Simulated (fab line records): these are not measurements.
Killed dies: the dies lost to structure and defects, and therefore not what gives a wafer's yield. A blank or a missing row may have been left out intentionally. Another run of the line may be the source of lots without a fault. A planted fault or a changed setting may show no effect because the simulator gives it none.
2 desks, one fault / flow nand harc / what lay behind the numbers comes last; until then each desk has only its own

== FROM THE METROLOGY DESK ==
What the gauges read for every lot (on any tool): the sampled wafers with a number, averaged. If a lot's mean is further than 4 standard deviations from the usual mean, the lot is out of limits and carries the mark OUT (the distance appears in the brackets).
Columns: A = cd nm at NHARC_THIN_TSV_CD_MEAS_16, usual 999.4 nm
lot=L821; first seen here=day 18 08:25; A=998.4
lot=L822; first seen here=day 18 18:39; A=999.9
lot=L824; first seen here=day 19 01:56; A=1000.6
lot=L826; first seen here=day 19 06:22; A=1001.5
lot=L835; first seen here=day 21 12:32; A=999.2
lot=L832; first seen here=day 21 13:44; A=1001.8
lot=L837; first seen here=day 22 18:26; A=998.7
lot=L838; first seen here=day 23 00:14; A=999.0
lot=L839; first seen here=day 23 01:25; A=999.6
lot=L840; first seen here=day 24 07:55; A=999.7
lot=L843; first seen here=day 24 09:10; A=1000.5
lot=L844; first seen here=day 24 14:22; A=998.2
This desk's finding: nothing out of limits on any of the 12 lots.

== FOR THE TOOL OWNER'S DESK: rie diel-01 ==
The tool's own readings at NHARC_THIN_TSV_ETCHBACK_48 (etches the open film in C4F8/Ar, target depth 1028.5 nm, time 405.17 s): means of the sampled wafers that have a number, for each lot that ran on this tool. If a lot's mean is further than 4 standard deviations from the usual mean, the lot is out of limits and carries the mark OUT (the distance appears in the brackets).
Columns: A = oes product au at NHARC_THIN_TSV_ETCHBACK_48, usual 0.942 a.u.; B = rf vpp V at NHARC_THIN_TSV_ETCHBACK_48, usual 548 V
lot=L821; first seen here=day 18 09:53; A=0.918; B=549
lot=L826; first seen here=day 19 07:41; A=0.921; B=547
lot=L835; first seen here=day 21 13:53; A=0.927; B=549
lot=L832; first seen here=day 21 15:08; A=0.920; B=549
lot=L840; first seen here=day 24 09:13; A=0.919; B=549
This desk's finding: nothing out of limits on any of the 5 lots.

== PUT TOGETHER ==
From the metrology desk's view, nothing was out of limits.
Nothing out of limits was seen by the tool owner's desk.

== WHAT THE SIMULATOR HAD PUT IN ==
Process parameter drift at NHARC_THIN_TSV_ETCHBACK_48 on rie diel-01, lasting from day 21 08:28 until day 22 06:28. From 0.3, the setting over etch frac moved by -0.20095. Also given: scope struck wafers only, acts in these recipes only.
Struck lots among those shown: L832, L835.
